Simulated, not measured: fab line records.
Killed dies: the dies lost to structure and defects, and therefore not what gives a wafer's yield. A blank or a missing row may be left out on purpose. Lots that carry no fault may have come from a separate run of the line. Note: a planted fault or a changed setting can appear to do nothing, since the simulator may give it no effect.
Split-lot trial :: flow n5-finfet :: 39 wafers read from 7 lots, route of 1938 steps

## THE SPLIT ITSELF
At N5_BEOL_M11_ETCH_62 (etches SOC in N2/H2, target depth 110 nm, overetch 22 nm, time 165 s), the setting time-s was moved away from the recipe's 165 s on 12 of the 39 wafers read, by -53.9% to +59.1%. The other wafers ran this setting at the recipe's value.

The reading is taken at the split's own step.

## THE READING
SiARC_of_BEOL_M11_COAT_60.thk-nm (the simulator's own value, which no gauge read), in nm, at N5_BEOL_M11_ETCH_62 (etches SOC in N2/H2, target depth 110 nm, overetch 22 nm, time 165 s). The file does not state a usual value for it. Average 23.5 nm, standard deviation 0.22 nm, over the 27 wafers here run with the recipe.

wafer: L078.1
tool, chamber at the split: rie-diel-04, 2
time-s as run, s: 165
against the recipe: recipe
SiARC_of_BEOL_M11_COAT_60.thk-nm, nm: 23.8
against lot-mates on the recipe: -

wafer: L078.4
tool, chamber at the split: rie-diel-04, 2
time-s as run, s: 165
against the recipe: recipe
SiARC_of_BEOL_M11_COAT_60.thk-nm, nm: 23.8
against lot-mates on the recipe: -

wafer: L078.2
tool, chamber at the split: rie-diel-04, 3
time-s as run, s: 165
against the recipe: recipe
SiARC_of_BEOL_M11_COAT_60.thk-nm, nm: 23.4
against lot-mates on the recipe: -

wafer: L078.3
tool, chamber at the split: rie-diel-04, 1,3,1
time-s as run, s: 133
against the recipe: -19.4%
SiARC_of_BEOL_M11_COAT_60.thk-nm, nm: 24.8
against lot-mates on the recipe: +1.1

wafer: L078.5
tool, chamber at the split: rie-diel-04, 1,3,1
time-s as run, s: 133
against the recipe: -19.4%
SiARC_of_BEOL_M11_COAT_60.thk-nm, nm: 24.8
against lot-mates on the recipe: +1.1

wafer: L078.6
tool, chamber at the split: rie-diel-04, 1,3,1
time-s as run, s: 133
against the recipe: -19.4%
SiARC_of_BEOL_M11_COAT_60.thk-nm, nm: 24.8
against lot-mates on the recipe: +1.1

wafer: L079.1
tool, chamber at the split: rie-diel-04, 1,3,1
time-s as run, s: 165
against the recipe: recipe
SiARC_of_BEOL_M11_COAT_60.thk-nm, nm: 23.6
against lot-mates on the recipe: -

wafer: L079.5
tool, chamber at the split: rie-diel-04, 1,3,1
time-s as run, s: 165
against the recipe: recipe
SiARC_of_BEOL_M11_COAT_60.thk-nm, nm: 23.6
against lot-mates on the recipe: -

wafer: L079.6
tool, chamber at the split: rie-diel-04, 1,3,1
time-s as run, s: 165
against the recipe: recipe
SiARC_of_BEOL_M11_COAT_60.thk-nm, nm: 23.6
against lot-mates on the recipe: -

wafer: L079.2
tool, chamber at the split: rie-diel-04, 3
time-s as run, s: 165
against the recipe: recipe
SiARC_of_BEOL_M11_COAT_60.thk-nm, nm: 23.4
against lot-mates on the recipe: -

wafer: L079.3
tool, chamber at the split: rie-diel-04, 2
time-s as run, s: 165
against the recipe: recipe
SiARC_of_BEOL_M11_COAT_60.thk-nm, nm: 23.8
against lot-mates on the recipe: -

wafer: L079.4
tool, chamber at the split: rie-diel-04, 2
time-s as run, s: 165
against the recipe: recipe
SiARC_of_BEOL_M11_COAT_60.thk-nm, nm: 24
against lot-mates on the recipe: -

wafer: L083.1
tool, chamber at the split: rie-diel-05, 2,3,1,2,1
time-s as run, s: 165
against the recipe: recipe
SiARC_of_BEOL_M11_COAT_60.thk-nm, nm: 23.4
against lot-mates on the recipe: -

wafer: L083.2
tool, chamber at the split: rie-diel-05, 2,3,1,2,1
time-s as run, s: 165
against the recipe: recipe
SiARC_of_BEOL_M11_COAT_60.thk-nm, nm: 23.4
against lot-mates on the recipe: -

wafer: L083.3
tool, chamber at the split: rie-diel-05, 2,3,1,2,1
time-s as run, s: 165
against the recipe: recipe
SiARC_of_BEOL_M11_COAT_60.thk-nm, nm: 23.4
against lot-mates on the recipe: -

wafer: L083.5
tool, chamber at the split: rie-diel-05, 2,3,1,2,1
time-s as run, s: 165
against the recipe: recipe
SiARC_of_BEOL_M11_COAT_60.thk-nm, nm: 23.4
against lot-mates on the recipe: -

wafer: L083.6
tool, chamber at the split: rie-diel-05, 2,3,1,2,1
time-s as run, s: 165
against the recipe: recipe
SiARC_of_BEOL_M11_COAT_60.thk-nm, nm: 23.4
against lot-mates on the recipe: -

wafer: L083.4
tool, chamber at the split: rie-diel-05, 0
time-s as run, s: 165
against the recipe: recipe
SiARC_of_BEOL_M11_COAT_60.thk-nm, nm: 23.6
against lot-mates on the recipe: -

wafer: L082.1
tool, chamber at the split: rie-diel-01, 3
time-s as run, s: 262.5
against the recipe: +59.1%
SiARC_of_BEOL_M11_COAT_60.thk-nm, nm: 20
against lot-mates on the recipe: -3.3

wafer: L082.5
tool, chamber at the split: rie-diel-01, 3
time-s as run, s: 262.5
against the recipe: +59.1%
SiARC_of_BEOL_M11_COAT_60.thk-nm, nm: 20
against lot-mates on the recipe: -3.3

wafer: L082.2
tool, chamber at the split: rie-diel-01, 0
time-s as run, s: 262.5
against the recipe: +59.1%
SiARC_of_BEOL_M11_COAT_60.thk-nm, nm: 19
against lot-mates on the recipe: -4.3

wafer: L082.3
tool, chamber at the split: rie-diel-01, 2
time-s as run, s: 165
against the recipe: recipe
SiARC_of_BEOL_M11_COAT_60.thk-nm, nm: 23.4
against lot-mates on the recipe: -

wafer: L082.6
tool, chamber at the split: rie-diel-01, 2
time-s as run, s: 165
against the recipe: recipe
SiARC_of_BEOL_M11_COAT_60.thk-nm, nm: 23.4
against lot-mates on the recipe: -

wafer: L082.4
tool, chamber at the split: rie-diel-01, 1
time-s as run, s: 165
against the recipe: recipe
SiARC_of_BEOL_M11_COAT_60.thk-nm, nm: 23.2
against lot-mates on the recipe: -

wafer: L087.3
tool, chamber at the split: rie-diel-04, 1
time-s as run, s: 165
against the recipe: recipe
SiARC_of_BEOL_M11_COAT_60.thk-nm, nm: 23.6
against lot-mates on the recipe: -

wafer: L087.5
tool, chamber at the split: rie-diel-04, 0,1
time-s as run, s: 165
against the recipe: recipe
SiARC_of_BEOL_M11_COAT_60.thk-nm, nm: 23.4
against lot-mates on the recipe: -

wafer: L087.6
tool, chamber at the split: rie-diel-04, 0,1
time-s as run, s: 165
against the recipe: recipe
SiARC_of_BEOL_M11_COAT_60.thk-nm, nm: 23.4
against lot-mates on the recipe: -

wafer: L094.1
tool, chamber at the split: rie-diel-01, 2
time-s as run, s: 165
against the recipe: recipe
SiARC_of_BEOL_M11_COAT_60.thk-nm, nm: 23.4
against lot-mates on the recipe: -

wafer: L094.2
tool, chamber at the split: rie-diel-01, 0
time-s as run, s: 76.02
against the recipe: -53.9%
SiARC_of_BEOL_M11_COAT_60.thk-nm, nm: 27
against lot-mates on the recipe: +3.7

wafer: L094.5
tool, chamber at the split: rie-diel-01, 0
time-s as run, s: 76.02
against the recipe: -53.9%
SiARC_of_BEOL_M11_COAT_60.thk-nm, nm: 27
against lot-mates on the recipe: +3.7

wafer: L094.3
tool, chamber at the split: rie-diel-01, 3
time-s as run, s: 76.02
against the recipe: -53.9%
SiARC_of_BEOL_M11_COAT_60.thk-nm, nm: 27.2
against lot-mates on the recipe: +3.9

wafer: L094.4
tool, chamber at the split: rie-diel-01, 1
time-s as run, s: 165
against the recipe: recipe
SiARC_of_BEOL_M11_COAT_60.thk-nm, nm: 23
against lot-mates on the recipe: -

wafer: L094.6
tool, chamber at the split: rie-diel-01, 3
time-s as run, s: 165
against the recipe: recipe
SiARC_of_BEOL_M11_COAT_60.thk-nm, nm: 23.6
against lot-mates on the recipe: -

wafer: L093.1
tool, chamber at the split: rie-diel-04, 3
time-s as run, s: 165
against the recipe: recipe
SiARC_of_BEOL_M11_COAT_60.thk-nm, nm: 23
against lot-mates on the recipe: -

wafer: L093.2
tool, chamber at the split: rie-diel-04, 0,1
time-s as run, s: 165
against the recipe: recipe
SiARC_of_BEOL_M11_COAT_60.thk-nm, nm: 23.4
against lot-mates on the recipe: -

wafer: L093.3
tool, chamber at the split: rie-diel-04, 0,1
time-s as run, s: 165
against the recipe: recipe
SiARC_of_BEOL_M11_COAT_60.thk-nm, nm: 23.4
against lot-mates on the recipe: -

wafer: L093.4
tool, chamber at the split: rie-diel-04, 2
time-s as run, s: 127.4
against the recipe: -22.8%
SiARC_of_BEOL_M11_COAT_60.thk-nm, nm: 25.2
against lot-mates on the recipe: +1.9

wafer: L093.6
tool, chamber at the split: rie-diel-04, 2
time-s as run, s: 127.4
against the recipe: -22.8%
SiARC_of_BEOL_M11_COAT_60.thk-nm, nm: 25.2
against lot-mates on the recipe: +1.9

wafer: L093.5
tool, chamber at the split: rie-diel-04, 1
time-s as run, s: 127.4
against the recipe: -22.8%
SiARC_of_BEOL_M11_COAT_60.thk-nm, nm: 25
against lot-mates on the recipe: +1.7
When a row names more than one chamber, that row covers several wafers, and the file does not tell which wafer ran in which chamber.

FIT RESULTS
A straight line over all 39 wafers: SiARC_of_BEOL_M11_COAT_60.thk-nm changes by -0.066 nm for each +1% of time-s; r = -0.99; the points scatter about the line by 0.24 nm.
The same after taking each lot's own level away (the mean of its wafers on the recipe; 39 wafers): -0.0659 nm for each +1%; r = -0.99; scatter 0.24 nm.
On that fit, the largest move of time-s shifts the reading by 3.9 nm.
The span of the lots' own levels, 23.27 to 23.67 nm, comes to 1.8 times the standard deviation stated above.
So the lot-to-lot level changes the slope little: the two slopes agree.
Check: with one of the wafers moved furthest among these (+59.1%) left out of the fit, the line predicts -3.98 nm for it against its lot-mates. Against them it came out at -3.33 nm.

## FURTHER SPLITS ON THESE WAFERS
Note: prior to the reading, these wafers also went through further splits. Each is held against what the fit with the lots' levels taken away leaves over:
other split on the same wafers: N5_BEOL_M10_ILD_DEP_00 target-thk-a
wafers away from the commonest value: 15
r with SiARC_of_BEOL_M11_COAT_60.thk-nm (lot level and that fit taken away): +0.03

## THE WHOLE CHAIN: every reading that the file lists as answering this split, in the file's order
step: N5_BEOL_M11_ETCH_62
what it does: etches SOC in N2/H2, target depth 110 nm, overetch 22 nm, time 165 s
reading: SiARC_of_BEOL_M11_COAT_60.thk-nm (the simulator's own value, which no gauge read)
change (the file's fit): -0.0661 nm for each +1% of the setting
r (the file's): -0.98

step: N5_BEOL_M11_HM_OPEN_17
what it does: chemistry Cl2/BCl3, target TiN, target depth 20 nm, overetch 6 nm
reading: etch.depth-nm (the simulator's own value, which no gauge read)
change (the file's fit): not straight: 20.01 at the lowest setting, 20.07 at the recipe, 10.73 at the highest
r (the file's): not given

## FILE'S OWN FIT
SiARC_of_BEOL_M11_COAT_60.thk-nm changes by -0.0661 nm for each +1% of time-s, r = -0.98.
